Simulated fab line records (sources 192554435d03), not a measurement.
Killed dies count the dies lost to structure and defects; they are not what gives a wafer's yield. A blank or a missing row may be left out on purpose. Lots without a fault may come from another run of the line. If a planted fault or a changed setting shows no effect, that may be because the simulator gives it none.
Which tool did it? | flow n5Finfet | 8 lots, 24 wafers sampled, at 8 steps of a route of 1938

== WHAT EACH GAUGE READ, for each wafer ==
N5_BEOL_M2_THK_MEAS_53: measures by xrf. Usual: for M2_THK the level is 39.8 nm and the standard deviation is 1.5.
lot  | measured     | on           | M2_THK (nm)       | flag
L232 | day 8 15:39  | filmMetro-01 | 38.5 37.7 38.3    | 
L241 | day 10 19:52 | filmMetro-01 | 298.5 297.2 294.1 | OFF
L242 | day 10 22:02 | filmMetro-01 | 294.3 298.5 298.3 | OFF
L243 | day 10 22:53 | filmMetro-02 | 288.5 285.3 288.3 | OFF
L246 | day 12 00:19 | filmMetro-02 | 36.2 38.4 40.7    | 
L247 | day 12 02:31 | filmMetro-01 | 39.8 37.9 37.9    | 
L248 | day 12 06:28 | filmMetro-01 | 37.2 43.1 37.8    | 
L249 | day 12 17:31 | filmMetro-02 | 38.2 38.4 38.8    | 

N5_BEOL_M2_RS_MEAS_58: uses a four-point probe to measure. Usual: for M2_RS the level is 0.67 ohm/sq and the standard deviation is 0.032.
lot  | measured     | on           | M2_RS (ohm/sq) | flag
L232 | day 8 15:55  | filmMetro-01 | 0.70 0.72 0.70 | 
L241 | day 10 20:12 | filmMetro-02 | 0.06 0.06 0.06 | OFF
L242 | day 10 22:18 | filmMetro-01 | 0.06 0.06 0.06 | OFF
L243 | day 10 23:09 | filmMetro-02 | 0.06 0.06 0.06 | OFF
L246 | day 12 00:34 | filmMetro-01 | 0.75 0.69 0.64 | 
L247 | day 12 02:47 | filmMetro-01 | 0.68 0.73 0.72 | 
L248 | day 12 06:44 | filmMetro-01 | 0.73 0.61 0.72 | 
L249 | day 12 17:47 | filmMetro-01 | 0.70 0.69 0.69 | 

N5_BEOL_M2_INSPECT_59: inspects for defects (darkfield). Usual: rawDefectCount at 74, with a standard deviation of 23.
lot  | measured     | on               | rawDefectCount | flag
L232 | day 8 15:56  | defectInspect-01 | 66 116 66      | 
L241 | day 10 20:14 | defectInspect-02 | 6085 5996 5899 | OFF
L242 | day 10 22:20 | defectInspect-01 | 5911 5953 5905 | OFF
L243 | day 10 23:10 | defectInspect-02 | 5842 5936 5798 | OFF
L246 | day 12 00:35 | defectInspect-01 | 68 65 76       | 
L247 | day 12 02:49 | defectInspect-01 | 88 91 77       | 
L248 | day 12 06:46 | defectInspect-02 | 41 83 55       | 
L249 | day 12 17:48 | defectInspect-01 | 101 67 128     | 

N5_BEOL_M4_RC_MEAS_101. Usual: DIBL_N 35.8 mV/V, standard deviation 1.8; DIBL_P 35.6 mV/V, standard deviation 2; IOFF_N 0.148 nA/um, standard deviation 0.028; IOFF_P 0.20 nA/um, standard deviation 0.034; ION_N 672 uA/um, standard deviation 12; ION_P 462 uA/um, standard deviation 8.5; SS_N 71.2 mV/dec, standard deviation 0.65; SS_P 73.1 mV/dec, standard deviation 0.67; VT_N 251 mV, standard deviation 3.3; VT_P -251 mV, standard deviation 3.8.
lot  | measured     | on        | DIBL_N (mV/V)  | DIBL_P (mV/V)  | IOFF_N (nA/um)    | IOFF_P (nA/um) | ION_N (uA/um) | ION_P (uA/um) | SS_N (mV/dec)  | SS_P (mV/dec)  | VT_N (mV)   | VT_P (mV)      | flag
L232 | day 9 11:45  | prober-02 | 33.2 34.2 34.0 | 32.1 33.6 32.3 | 0.111 0.129 0.116 | 0.16 0.19 0.16 | 667 674 655   | 459 467 453   | 70.4 70.5 70.5 | 72.0 72.8 72.6 | 254 250 254 | -256 -250 -253 | 
L246 | day 12 19:14 | prober-02 | 36.4 39.3 37.4 | 33.2 36.0 35.8 | 0.145 0.208 0.170 | 0.16 0.19 0.20 | 671 659 685   | 454 443 459   | 71.8 72.7 71.3 | 73.0 73.9 73.8 | 253 249 249 | -257 -253 -250 | 
L247 | day 13 02:19 | prober-01 | 38.6 37.8 38.0 | 41.2 39.5 39.9 | 0.200 0.181 0.183 | 0.27 0.24 0.25 | 678 684 682   | 464 462 472   | 72.5 71.2 72.0 | 74.2 73.9 74.1 | 245 247 250 | -247 -249 -247 | 
L248 | day 13 18:52 | prober-02 | 35.8 38.4 35.3 | 35.0 37.4 33.1 | 0.147 0.197 0.138 | 0.19 0.24 0.18 | 677 691 682   | 463 478 464   | 71.3 71.6 71.0 | 72.4 72.5 71.9 | 250 246 254 | -248 -247 -250 | 
L249 | day 13 22:43 | prober-02 | 34.5 35.1 35.3 | 34.1 35.6 35.2 | 0.145 0.163 0.164 | 0.19 0.21 0.21 | 673 687 692   | 471 470 469   | 70.7 70.5 70.9 | 72.4 72.9 72.9 | 249 246 247 | -249 -247 -247 | 

== TOOL THAT RAN EACH LOT (tool first, then ch and the chambers of the sampled wafers, then the start) ==
lot  | N5_BEOL_M2_SPUTTER_79       | N5_BEOL_M2_ANNEAL_89        | N5_BEOL_M2_CMP_52             | N5_BEOL_M2_PRE_CLEAN_60
L232 | pvdSputter-01, day 8 13:20  | pvdSputter-01, day 8 14:04  | cmp-01 ch 2,3, day 8 15:22    | cvdCo-01 ch 1,2, day 8 15:41
L241 | pvdSputter-02, day 10 17:30 | pvdSputter-02, day 10 18:14 | cmp-01 ch 0,3, day 10 19:35   | cvdCo-01 ch 0,1,2, day 10 19:59
L242 | pvdSputter-03, day 10 19:43 | pvdSputter-03, day 10 20:27 | cmp-01 ch 0,2,3, day 10 21:45 | cvdCo-02 ch 1,2, day 10 22:05
L243 | pvdSputter-02, day 10 20:23 | pvdSputter-02, day 10 21:07 | cmp-03 ch 0,1, day 10 22:35   | cvdCo-02 ch 0,2, day 10 22:55
L246 | pvdSputter-01, day 11 21:43 | pvdSputter-01, day 11 22:27 | cmp-03 ch 1,3, day 12 00:03   | cvdCo-01 ch 1,2, day 12 00:20
L247 | pvdSputter-01, day 12 00:11 | pvdSputter-01, day 12 00:56 | cmp-03 ch 2,3, day 12 02:13   | cvdCo-01 ch 1,2, day 12 02:34
L248 | pvdSputter-03, day 12 01:58 | pvdSputter-03, day 12 02:42 | cmp-03 ch 1,3, day 12 06:11   | cvdCo-01 ch 0,1,2, day 12 06:31
L249 | pvdSputter-02, day 12 15:11 | pvdSputter-02, day 12 15:56 | cmp-01 ch 0,1,3, day 12 17:13 | cvdCo-02 ch 1,2, day 12 17:33
- N5_BEOL_M2_SPUTTER_79: material Cu, target thk 4.5 nm, time 8.29 s.
- N5_BEOL_M2_ANNEAL_89: time 240 s.
- N5_BEOL_M2_CMP_52: polishes, stops on SiOC, t overpolish 6.8 s, target thk 40 nm.
- N5_BEOL_M2_PRE_CLEAN_60: time 15 s.

== WHAT THE TOOLS THEMSELVES READ (means of the sampled wafers that have a number; where no wafer has one, the mark that the record gives instead) ==
N5_BEOL_M2_SPUTTER_79. Usual: chuckGasFlowSccm 1.27 sccm, standard deviation 0.06; susceptorTempC -20.01 C, standard deviation 0.1; throttleValvePct 30.2 %, standard deviation 1.1.
lot  | tool          | chuckGasFlowSccm (sccm) | susceptorTempC (C) | throttleValvePct (%) | flag
L232 | pvdSputter-01 | 1.28                    | -20.09             | 30.7                 | 
L241 | pvdSputter-02 | 1.27                    | -20.01             | 30.9                 | 
L242 | pvdSputter-03 | 1.28                    | -20.13             | 30.3                 | 
L243 | pvdSputter-02 | 1.24                    | -20.09             | 30.6                 | 
L246 | pvdSputter-01 | 1.28                    | -20.02             | 30.6                 | 
L247 | pvdSputter-01 | 1.28                    | -20.10             | 30.6                 | 
L248 | pvdSputter-03 | 1.32                    | -19.91             | 29.8                 | 
L249 | pvdSputter-02 | 1.25                    | -19.94             | 30.1                 | 

N5_BEOL_M2_ANNEAL_89. Usual: heaterPowerW 914 W, standard deviation 130; susceptorTempC 399.99 C, standard deviation 0.22.
lot  | tool          | heaterPowerW (W) | susceptorTempC (C) | flag
L232 | pvdSputter-01 | 915              | 399.92             | 
L241 | pvdSputter-02 | 916              | 399.99             | 
L242 | pvdSputter-03 | 804              | 400.02             | 
L243 | pvdSputter-02 | 813              | 400.03             | 
L246 | pvdSputter-01 | 1013             | 399.70             | 
L247 | pvdSputter-01 | 1005             | 399.95             | 
L248 | pvdSputter-03 | 895              | 400.07             | 
L249 | pvdSputter-02 | 977              | 399.91             | 

N5_BEOL_M2_CMP_52. Usual: barrierFieldEndpointS 24.7 s, standard deviation 0.64; clearingPlatenDownForcePsi 1.4999 psi, standard deviation 0.0028; motorCurrentA 6.0 A, standard deviation 0.64; overpolishRunS 6.800 s, standard deviation 0.0085; platenRpm 50.008 rpm, standard deviation 0.03; timeToEndpointS 63 s, standard deviation 3.7.
lot  | tool   | barrierFieldEndpointS (s) | clearingPlatenDownForcePsi (psi) | motorCurrentA (A) | overpolishRunS (s) | platenRpm (rpm) | timeToEndpointS (s) | flag
L232 | cmp-01 | 24.7                      | 1.5005                           | 6.8               | 6.797              | 50.018          | 58                  | 
L241 | cmp-01 | -                         | -                                | -                 | -                  | -               | -                   | OFF
L242 | cmp-01 | -                         | -                                | -                 | -                  | -               | -                   | OFF
L243 | cmp-03 | -                         | -                                | -                 | -                  | -               | -                   | OFF
L246 | cmp-03 | 24.9                      | 1.4977                           | 5.5               | 6.794              | 50.043          | 64                  | 
L247 | cmp-03 | 24.2                      | 1.4983                           | 5.7               | 6.803              | 50.024          | 61                  | 
L248 | cmp-03 | 24.4                      | 1.4986                           | 5.7               | 6.800              | 50.006          | 62                  | 
L249 | cmp-01 | 24.6                      | 1.4988                           | 6.5               | 6.802              | 50.014          | 59                  | 

N5_BEOL_M2_PRE_CLEAN_60. Usual: heaterPowerW at 81 W, with a standard deviation of 8.
lot  | tool     | heaterPowerW (W) | flag
L232 | cvdCo-01 | 71               | 
L241 | cvdCo-01 | 80               | 
L242 | cvdCo-02 | 81               | 
L243 | cvdCo-02 | 86               | 
L246 | cvdCo-01 | 75               | 
L247 | cvdCo-01 | 74               | 
L248 | cvdCo-01 | 82               | 
L249 | cvdCo-02 | 84               | 

== THE ANSWER, worked out from the rows above alone ==
Rule: a lot counts as off when the mean over its wafers that have a number is more than 3 standard deviations away from the usual mean. A lot without any number at a reading at which 4 lots or more have one is off too. The other lots that the step has rows for count as sound. First the gauges in route order, then the tools' own readings, where a lot's mean is used as printed above. At the first step where some lot is off, the reading lying furthest off is the one used; lots without a number count as furthest.
Off: L241, L242, L243, seen at N5_BEOL_M2_THK_MEAS_53 (M2_THK).
If a tool, at a process step before that reading, ran all the lots that are off and no sound lot after the first of them, it fits. Not tried: the gauges at N5_BEOL_M2_THK_MEAS_53; whatever is off there is also off at N5_BEOL_M2_INSPECT_59, on other tools, and gauge error can't account for it. Of those tried, none fits.

== WHAT THE SIMULATOR HAD INSERTED ==
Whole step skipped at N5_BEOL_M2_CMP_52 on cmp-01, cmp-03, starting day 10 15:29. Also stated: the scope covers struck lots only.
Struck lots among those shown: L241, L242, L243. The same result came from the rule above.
